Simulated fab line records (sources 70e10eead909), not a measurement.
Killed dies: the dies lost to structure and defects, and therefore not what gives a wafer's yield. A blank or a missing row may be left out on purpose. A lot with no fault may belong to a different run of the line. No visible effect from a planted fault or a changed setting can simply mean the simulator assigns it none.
fab line records	flow nandHarc
[record] lots = 13	wafers = 39	lastDay = 24
route steps=1159 shown P_GATE@187 END@1159
lots with no fault: from the same line, run without faults
startH: start of the lot's first displayed wafer, in hours after the record's first day	waitH: hours since the lot's step before	" repeats the value in the row above	L1.1+2: several wafers, shown together as one row	- no value, or no start given	* or withheld: withheld	< > ~ a bound
route shown NAME@n: NAME is a module with steps in the file, n the number in the route of the first one	usual: mean/standard deviation of fault-free wafers	same: alike in all rows	chamber/n: place in a boat	sites: per-site readings	_std_site: the values' standard deviation	_edge_site: mean of outer sites minus mean of inner sites	radiusMm: how far each site lies from the wafer's centre	mask NAME#n: copy n	behind: tool/chamber where the wafer was last shaped	hold: why the lot went on hold/how many hours it stayed there/how the hold came to an end	device: the transistor (n, p or np) that didn't switch	end of line: tests run on the same wafers once the route is complete	for a step that has no rows: nothing shown but its recipe	killed: at the first sort, the dies lost to defects and structure; wafer yield is something else	map: a wafer's dies, x killed, . not, _ none there
set.NAME: setting as actually run; set.NAME@STEP: the setting as run at that earlier step	model.NAME: the simulator's own value behind a step, which no gauge read
route steps across a sampled set of lots; one table per step, one row per wafer
services: the hour from which a tool's chamber was out of use, counted from the record's first day as startH (under 0 if before that day), plus the number of hours and why
[[steps]]
[step NHARC_P_GATE_DESCUM_61]
[recipe] timeS = 3	o2FlowSccm = 200	arFlowSccm = 0	biasPowerW = 0	chemistry = O2
[usual] drypumpMotorCurrentA = 5.8/0.53	oesProductAu = 0.999/0.0078	rfVppV = 57.8/0.83	showerheadPlenumPTorr = 1.92/0.073	throttleValvePct = 11.311/0.009
lot.wafer	tool	chamber	startH	waitH	drypumpMotorCurrentA	oesProductAu	rfHoursCounterH	rfVppV	showerheadPlenumPTorr	throttleValvePct
L398.1	rieDiel-07	2	99.98	-	5.0	1.006	15	58.6	1.95	11.309
L398.4	"	1	"	"	4.8	1.002	14	58.2	1.96	11.321
L398.6	"	3	"	"	5.7	0.989	-	58.1	1.81	11.296
L404.1	rieDiel-09	3	133.35	-	6.3	0.997	11	57.6	1.89	11.317
L404.5	"	3	"	"	6.3	1.008	-	57.8	1.89	11.314
L404.6	"	0	"	"	5.4	0.988	-	58.5	1.99	11.310
L405.1	rieDiel-08	2	145.96	-	6.3	1.015	5	58.1	1.81	11.309
L405.6	"	3	"	"	6.3	1.015	-	58.4	1.99	11.317
L405.4	"	2	"	"	6.3	1.009	-	56.1	1.81	11.311
L407.3	rieDiel-07	1	152.66	-	4.8	1.001	31	58.9	1.96	11.326
L407.4	"	2	"	"	5.1	1.007	33	57.9	1.94	11.320
L407.5	"	1	"	"	4.8	0.998	-	58.7	1.96	11.314
L410.4	rieDiel-09	0	182.41	-	5.5	0.994	19	58.8	1.99	11.306
L410.2	"	1	"	"	6.0	0.988	20	57.8	1.86	11.299
L410.1	"	2	"	"	6.1	0.995	20	58.5	1.99	11.312
L413.2	rieDiel-07	2	196.99	-	5.1	1.007	52	56.1	1.94	11.318
L413.4	"	0	"	"	4.8	1.005	48	55.8	1.78	11.311
L413.5	"	2	"	"	5.1	1.004	-	58.2	1.94	11.327
L414.1	rieDiel-09	1	197.45	-	6.0	0.996	23	56.0	1.85	11.301
L414.4	"	3	"	"	6.3	1.009	22	57.9	1.88	11.318
L414.6	"	0	"	"	5.4	0.999	-	57.0	1.99	11.320
L415.1	rieDiel-08	2	210.19	-	6.3	1.006	34	58.6	1.80	11.320
L415.3	"	3	"	"	6.3	1.002	23	58.1	1.98	11.329
L415.6	"	1	"	"	6.5	1.006	-	58.0	1.97	11.301
L417.3	rieDiel-07	2	213.94	-	5.1	1.015	57	57.3	1.94	11.310
L417.2	"	0	"	"	4.7	1.010	55	57.2	1.77	11.324
L417.6	"	3	"	"	5.8	1.003	-	58.0	1.80	11.302
L418.3	rieDiel-09	2	224.62	-	6.1	1.002	29	57.9	1.99	11.314
L418.6	"	2	"	"	6.1	1.003	-	58.4	1.99	11.329
L418.5	"	3	"	"	6.3	0.997	-	56.3	1.88	11.313
L419.3	rieDiel-09	3	225.13	-	6.3	0.981	28	57.6	1.88	11.315
L419.2	"	1	"	"	6.0	0.993	29	56.5	1.85	11.322
L419.5	"	3	"	"	6.3	1.006	-	58.7	1.88	11.309
L421.1	rieDiel-09	0	235.32	-	5.4	0.995	31	58.4	1.98	11.308
L421.4	"	1	"	"	6.0	0.992	31	57.8	1.85	11.321
L421.6	"	0	"	"	5.4	1.005	-	57.7	1.98	11.308
L420.2	rieDiel-09	0	236.59	-	5.5	0.993	31	58.8	1.98	11.308
L420.1	"	2	"	"	6.1	0.991	31	58.3	1.99	11.310
L420.4	"	3	"	"	6.3	1.002	30	56.9	1.88	11.289
[step NHARC_P_GATE_STRIP_112]
[recipe] powerW = 1500	tempC = 110	timeS = 200	chemistry = N2/H2
[usual] drypumpMotorCurrentA = 5.3/0.33	heaterPowerW = 100/8	rfReflPowerW = 21/4.1
lot.wafer	tool	chamber	startH	waitH	drypumpMotorCurrentA	heaterPowerW	rfHoursCounterH	rfReflPowerW
L398.1	plasmaAsher-02	1	100.69	0.5	5.0	111	28	16
L398.4	"	0	"	"	5.3	95	-	25
L398.6	"	0	"	"	5.3	96	-	26
L404.1	plasmaAsher-02	0	133.80	0.3	5.3	97	40	26
L404.5	"	1	"	"	5.0	109	-	17
L404.6	"	0	"	"	5.3	99	-	25
L405.1	plasmaAsher-01	0	146.36	0.2	5.1	100	12	19
L405.4	"	0	"	"	5.1	101	-	19
L405.6	"	1	"	"	5.9	86	-	25
L407.3	plasmaAsher-02	1	153.12	0.2	5.0	109	-	17
L407.4	"	0	"	"	5.3	99	-	26
L407.5	"	0	"	"	5.3	97	-	26
L410.2	plasmaAsher-02	0	182.92	0.3	5.3	96	56	25
L410.1	"	1	"	"	5.0	108	56	16
L410.4	"	0	"	"	5.3	98	-	25
L413.2	plasmaAsher-01	1	197.41	0.2	5.9	87	33	24
L413.4	"	0	"	"	5.0	100	-	19
L413.5	"	1	"	"	5.9	87	-	24
L414.1	plasmaAsher-02	1	197.85	0.2	5.0	110	2	17
L414.4	"	0	"	"	5.3	96	-	26
L414.6	"	1	"	"	5.0	113	-	16
L415.1	plasmaAsher-02	1	210.55	0.2	5.0	109	6	17
L415.3	"	1	"	"	5.0	111	-	16
L415.6	"	1	"	"	5.0	109	-	16
L417.2	plasmaAsher-02	0	214.35	0.2	5.3	98	7	25
L417.3	"	1	"	"	5.0	110	-	15
L417.6	"	0	"	"	5.3	96	-	26
L418.3	plasmaAsher-01	1	225.07	0.2	5.9	86	-	24
L418.5	"	1	"	"	5.9	90	-	24
L418.6	"	0	"	"	5.1	99	-	19
L419.2	plasmaAsher-02	0	225.54	0.2	5.3	98	10	26
L419.3	"	0	"	"	5.3	98	-	25
L419.5	"	1	"	"	5.0	108	-	17
L421.1	plasmaAsher-01	0	235.73	0.2	5.1	101	45	19
L421.4	"	0	"	"	5.1	101	-	20
L421.6	"	1	"	"	5.9	87	-	24
L420.1	plasmaAsher-01	1	236.96	0.2	5.9	87	46	24
L420.2	"	0	"	"	5.1	99	46	19
L420.4	"	0	"	"	5.1	98	-	19
[step NHARC_P_GATE_DEGAS_109]
[recipe] tempC = 300	timeS = 60
[usual] heaterPowerW = 470/54
lot.wafer	tool	chamber	startH	waitH	heaterPowerW
L398.1	pvdSputter-02	-	103.94	0.1	508
L398.4	"	-	"	"	392
L398.6	"	-	"	"	483
L404.1	pvdSputter-03	-	137.07	0.1	555
L404.6	"	-	"	"	424
L404.5	"	-	"	"	430
L405.1	pvdSputter-01	-	149.51	0.1	498
L405.4	"	-	"	"	419
L405.6	"	-	"	"	551
L407.3	pvdSputter-03	-	156.33	0.1	583
L407.4	"	-	"	"	407
L407.5	"	-	"	"	429
L410.4	pvdSputter-02	-	186.20	0.1	504
L410.1	"	-	"	"	490
L410.2	"	-	"	"	404
L413.4	pvdSputter-03	-	200.53	0.1	417
L413.2	"	-	"	"	417
L413.5	"	-	"	"	573
L414.4	pvdSputter-01	-	201.30	0.1	455
L414.1	"	-	"	"	512
L414.6	"	-	"	"	498
L415.1	pvdSputter-03	-	213.87	0.1	410
L415.3	"	-	"	"	562
L415.6	"	-	"	"	424
L417.3	pvdSputter-01	-	217.71	0.1	508
L417.2	"	-	"	"	447
L417.6	"	-	"	"	524
L418.3	pvdSputter-03	-	228.18	0.1	570
L418.5	"	-	"	"	407
L418.6	"	-	"	"	431
L419.3	pvdSputter-01	-	228.94	0.1	446
L419.2	"	-	"	"	510
L419.5	"	-	"	"	438
L421.1	pvdSputter-02	-	239.37	0.1	499
L421.4	"	-	"	"	493
L421.6	"	-	"	"	485
L420.2	pvdSputter-01	-	240.45	0.1	518
L420.4	"	-	"	"	518
L420.1	"	-	"	"	442
[step NHARC_P_GATE_RTA_80]
[recipe] tempC = 300	timeS = 30
[usual] annealTempCMax = 301.15/0.27	lamp_zone_7_pct = 1.994/0.014	wafer_temp_C_max = 301.5/0.53
lot.wafer	tool	chamber	startH	waitH	annealTempCMax	lamp_zone_7_pct	wafer_temp_C_max
L398.1	rtpAnneal-01	0	104.23	-	300.61	1.977	301.3
L398.4	"	0	"	"	300.97	1.978	300.7
L398.6	"	0	"	"	301.15	1.978	300.6
L404.1	rtpAnneal-02	0	137.40	-	301.05	2.008	301.6
L404.5	"	0	"	"	301.54	2.010	301.9
L404.6	"	0	"	"	301.22	2.010	301.7
L405.1	rtpAnneal-01	-	149.80	-	-	-	-
L405.4	"	-	"	"	-	-	-
L405.6	"	-	"	"	-	-	-
L407.3	rtpAnneal-02	-	156.69	-	-	-	-
L407.4	"	-	"	"	-	-	-
L407.5	"	-	"	"	-	-	-
L410.1	rtpAnneal-01	0	186.50	-	301.23	1.983	300.7
L410.2	"	0	"	"	300.91	1.981	301.2
L410.4	"	0	"	"	300.83	1.981	300.9
L413.2	rtpAnneal-02	0	200.85	-	301.19	2.007	301.5
L413.4	"	0	"	"	301.71	2.005	302.0
L413.5	"	0	"	"	300.72	2.003	301.3
L414.1	rtpAnneal-01	0	201.60	-	301.12	1.980	300.8
L414.4	"	0	"	"	301.22	1.977	301.1
L414.6	"	0	"	"	301.16	1.979	301.0
L415.1	rtpAnneal-02	0	214.16	-	301.53	2.004	301.5
L415.3	"	0	"	"	301.27	2.005	301.3
L415.6	"	0	"	"	301.13	2.004	301.1
L417.2	rtpAnneal-02	0	218.04	-	301.17	2.009	301.6
L417.3	"	0	"	"	301.27	2.005	301.6
L417.6	"	0	"	"	301.16	2.002	301.9
L418.3	rtpAnneal-02	0	228.52	-	301.46	2.003	301.6
L418.5	"	0	"	"	301.07	2.006	301.6
L418.6	"	0	"	"	300.94	2.007	302.3
L419.2	rtpAnneal-02	0	229.48	-	301.14	2.009	301.7
L419.3	"	0	"	"	300.99	2.011	303.1
L419.5	"	0	"	"	301.39	2.010	301.7
L421.1	rtpAnneal-01	0	239.67	-	300.73	1.976	300.4
L421.4	"	0	"	"	301.17	1.976	301.0
L421.6	"	0	"	"	301.10	1.983	301.1
L420.1	rtpAnneal-02	0	240.74	-	300.98	2.007	301.4
L420.2	"	0	"	"	301.36	2.006	302.2
L420.4	"	0	"	"	301.01	2.005	301.7
[step NHARC_END_SORT_01]
[recipe] tempC = 25
[usual] killedAtArray = 26/9.9	killedAtOther = 0.8/1	killedAtPeriphery = 2.8/2.2	killedDies = 29/9.9	killedOpen = 3.2/1.8	killedShort = 2.1/1.4
[same] grossDies = 677
lot.wafer	tool	chamber	startH	waitH	killedAtArray	killedAtOther	killedAtPeriphery	killedDies	killedOpen	killedShort
L405.1	prober-02	0	480.93	2.5	39	0	638	677	6	1
L405.4	prober-02	0	483.31	3.4	31	2	644	677	3	1
L405.6	prober-02	0	484.90	4.0	43	1	633	677	6	1
L407.3	prober-02	0	498.12	3.1	24	0	653	677	4	3
L407.4	prober-02	0	498.94	3.4	16	1	660	677	2	3
L407.5	prober-02	0	499.75	3.7	17	2	658	677	1	0
L417.2	prober-01	0	552.13	2.8	29	2	3	34	5	2
L417.3	prober-01	0	552.93	3.1	12	1	1	14	3	3
L417.6	prober-01	0	555.34	4.0	12	1	1	14	1	1
// killed by level:class
L405.1 P_GATE:areaRta=636 A_CHANNEL_HOLE_D1:chamberFilmFlake=17 A_SLIT:chamberFilmFlake=11 A_STAIRCASE:chamberFilmFlake=3 A_WL_FILL:geometricParticle:open=2 A_CONTACT:chamberFilmFlake=2 P_CONTACT:geometricParticle:open=1 P_M0:geometricParticle:open=1
L405.4 P_GATE:areaRta=644 A_CHANNEL_HOLE_D1:chamberFilmFlake=12 A_SLIT:chamberFilmFlake=12 A_CONTACT:geometricParticle:open=2 A_CONTACT:chamberFilmFlake=2 THIN_TSV:chamberFilmFlake=2 A_SGD_CUT:geometricParticle:short=1 A_WL_FILL:geometricParticle:open=1
L405.6 P_GATE:areaRta=633 A_SLIT:chamberFilmFlake=16 A_CHANNEL_HOLE_D1:chamberFilmFlake=12 A_CONTACT:chamberFilmFlake=4 A_CONTACT:geometricParticle:open=3 A_STAIRCASE:chamberFilmFlake=3 A_CHANNEL_FILL_D1:geometricParticle:open=2 A_CHANNEL_FILL_D1:geometricParticle:short=1
L407.3 P_GATE:areaRta=652 A_CONTACT:chamberFilmFlake=8 A_CONTACT:geometricParticle:open=3 A_CHANNEL_FILL_D1:chamberFilmFlake=3 A_STAIRCASE:chamberFilmFlake=3 A_SGD_CUT:geometricParticle:short=2 A_CHANNEL_HOLE_D1:chamberFilmFlake=2 A_CHANNEL_FILL_D1:geometricParticle:short=1
L407.4 P_GATE:areaRta=659 A_STAIRCASE:chamberFilmFlake=4 A_CONTACT:chamberFilmFlake=4 A_CHANNEL_FILL_D1:geometricParticle:short=2 A_CHANNEL_FILL_D1:geometricParticle:open=1 A_SGD_CUT:geometricParticle:short=1 A_CONTACT:geometricParticle:open=1 P_GATE:chamberFilmFlake=1
L407.5 P_GATE:areaRta=658 A_CONTACT:chamberFilmFlake=7 A_STAIRCASE:chamberFilmFlake=5 A_CHANNEL_HOLE_D1:chamberFilmFlake=3 HYBRID_BOND:chamberFilmFlake=2 A_BLC:geometricParticle:open=1 A_WL_FILL:chamberFilmFlake=1
L417.2 A_CONTACT:chamberFilmFlake=13 A_CHANNEL_HOLE_D1:chamberFilmFlake=6 A_CONTACT:geometricParticle:open=2 P_STI:chamberFilmFlake=2 A_WL_FILL:chamberFilmFlake=2 THIN_TSV:chamberFilmFlake=2 A_ONON_D1:geometricParticle:open=1 A_SGD_CUT:geometricParticle:open=1
L417.3 A_CHANNEL_HOLE_D1:chamberFilmFlake=3 A_CONTACT:chamberFilmFlake=2 A_SOURCE_PLATE:geometricParticle:short=1 A_ONON_D1:geometricParticle:open=1 A_CHANNEL_HOLE_D1:geometricParticle:open=1 A_SGD_CUT:geometricParticle:short=1 A_WL_FILL:geometricParticle:short=1 A_CONTACT:geometricParticle:open=1
L417.6 A_CONTACT:chamberFilmFlake=5 A_WL_FILL:chamberFilmFlake=3 A_SGD_CUT:geometricParticle:open=1 A_CONTACT:geometricParticle:short=1 P_STI:chamberFilmFlake=1 A_CHANNEL_HOLE_D1:chamberFilmFlake=1 A_STAIRCASE:chamberFilmFlake=1 THIN_TSV:chamberFilmFlake=1
[[services]]
tool	chamber	startH	hours	kind
rieDiel-09	-	77.10	9.0	pm
rieDiel-09	0	77.10	9.0	ventCycle
rieDiel-09	1	77.10	9.0	ventCycle
pvdSputter-01	-	84.24	6.7	repair
rieDiel-08	3	91.78	2.1	repair
rieDiel-07	-	93.99	0.3	repair
rtpAnneal-02	-	96.19	1.3	repair
plasmaAsher-01	-	99.00	9.0	pm
pvdSputter-03	-	102.00	10.0	pm
rieDiel-08	-	124.80	9.0	pm
rieDiel-08	1	136.12	32.4	repair
plasmaAsher-02	-	138.19	2.9	repair
rieDiel-08	3	151.84	16.2	repair
pvdSputter-02	-	156.62	3.6	repair
pvdSputter-01	-	162.10	10.0	pm
pvdSputter-01	-	180.76	0.5	repair
plasmaAsher-02	-	183.25	9.0	pm
plasmaAsher-02	0	183.25	9.0	ventCycle
plasmaAsher-02	1	183.25	9.0	ventCycle
plasmaAsher-02	0	192.25	-	clean
plasmaAsher-02	1	192.25	-	clean
pvdSputter-02	-	214.00	10.0	pm
plasmaAsher-01	-	218.73	0.5	repair
rieDiel-07	-	228.33	9.0	pm
[[key]]
[firstSign] step = NHARC_P_GATE_RTA_80	reading = toolRecord	direction = missing
[effect] step = NHARC_END_SORT_01	reading = killedAtPeriphery	direction = up	sigmas = 99+	usual = 2.8	struck = 647.7
[moreKillsBornAt] NHARC_P_GATE_RTA_80@rtpAnneal-02 = 1969	NHARC_P_GATE_RTA_80@rtpAnneal-01 = 1913
metAt NHARC_P_GATE_RTA_80
struckLots L405,L407
laterRowsLeftOut L405.1,L405.4,L405.6,L407.3,L407.4,L407.5
testerLeftOut L405,L407
notActingAt NHARC_P_GATE_DESCUM_61,NHARC_P_GATE_STRIP_112,NHARC_P_GATE_DEGAS_109
onsetBetween 137.40 149.80
[fault] kind = skippedStepWhole	tool = rtpAnneal-01,rtpAnneal-02	chamber = -	onsetH = 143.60	steps = NHARC_P_GATE_RTA_80	scope = struckLotsOnly
// testerLeftOut: of these lots the tester's yield and bins aren't shown, on N5 and GAA mostly nor the transistor test; their killed dies are dies lost to structure and defects alone, not to doping, threshold or leakage, so they don't give the yield
// laterRowsLeftOut: the simulator's readings of these wafers behind a module that went badly wrong aren't trusted and aren't shown, but for the sort
